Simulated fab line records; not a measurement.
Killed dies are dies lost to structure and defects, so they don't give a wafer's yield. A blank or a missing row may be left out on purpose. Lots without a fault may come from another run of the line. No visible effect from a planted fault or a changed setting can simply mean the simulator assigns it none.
A lot that was struck, set against a sound lot    flow nandHarc    14 out of 1159 route steps
Sound: the wafers L359.3, L359.4, L359.5. Struck: wafers L350.3, L350.5, L350.6. At the end, the cause is stated.
Per side, at each step with rows, come the tool, then ch with its chambers, and then its first start. Under that, the readings that differ: sound wafers    struck wafers    difference of the means    sigmas: that difference in standard deviations of wafers without a fault.
alike: words and numbers the same on both sides, and readings whose means are apart by under 2 such deviations; not compared: readings that were withheld, readings missing a value for some wafer, numbers with overlapping values and no deviation given by the record, and bounds like >300 which may hide the same value.
Wherever a step has rows on one side only, a row that says differs or no value, or a row with sigmas, the two part there. Numbers that have no deviation but don't overlap get no sigmas and don't part them. A reading that every wafer of one side lacks parts them only if that side has two wafers or more.

first, 4 steps without rows for these wafers: NHARC_P_GATE_EBR_07; NHARC_P_GATE_EXPOSE_08 (exposes mask P HV); NHARC_P_GATE_PEB_09 (peb time 85 s); NHARC_P_GATE_DEVELOP_10 (time 70 s).
NHARC_P_GATE_CD_MEAS_11: the cd target is 1640 nm.
  sound on cdSem-02 ch 0, day 9 03:49; struck on cdSem-02 ch 0, day 7 09:35
  alike: cdNm
then, 1 step without rows for these wafers: NHARC_P_GATE_HARDBAKE_12 (time 80 s).
NHARC_P_GATE_DESCUM_13: chemistry O2, time 3 s.
  sound on rieDiel-09 ch 2,3, day 9 03:58; struck on rieDiel-03 ch 0,3, day 7 09:50
  alike: drypumpMotorCurrentA, oesProductAu, rfVppV, showerheadPlenumPTorr, throttleValvePct
  not compared: rfHoursCounterH
then, 5 steps without rows for these wafers: NHARC_P_GATE_ETCH_14 (etches SiO2 in dHF, target depth 48.8 nm); NHARC_P_GATE_STRIP_15 (strips in SPM, time 780 s); NHARC_P_GATE_PRECLEAN_71 (cleans in SC1); NHARC_P_GATE_SRD_72; NHARC_P_GATE_OXIDE_16 (material SiO2, target thk 3 nm, ox time 392 s).
NHARC_P_GATE_CVD_17: deposits poly-Si, target thk 150 nm, time 900 s.
  sound on lpcvdPoly-03 ch 0, day 9 13:32; struck on lpcvdPoly-01 ch 0, day 7 22:20
reading                 sound           struck          difference  sigmas
zonePowerBottomPct (%)  12.4 12.7 12.4  16.4 16.1 16.0  +3.7        +3
NHARC_P_GATE_HM_DEP_102: deposits aC, target thk 120 nm.
  sound on aclDep-02 ch 0, day 9 16:19; struck on aclDep-03 ch 0, day 8 03:56
  alike: throttleValvePct

== WHERE THEY PART ==
NHARC_P_GATE_CVD_17 only, going by this record. Later steps at which nothing parts them and some readings are alike: NHARC_P_GATE_HM_DEP_102.

WHY: whatever the simulator had introduced
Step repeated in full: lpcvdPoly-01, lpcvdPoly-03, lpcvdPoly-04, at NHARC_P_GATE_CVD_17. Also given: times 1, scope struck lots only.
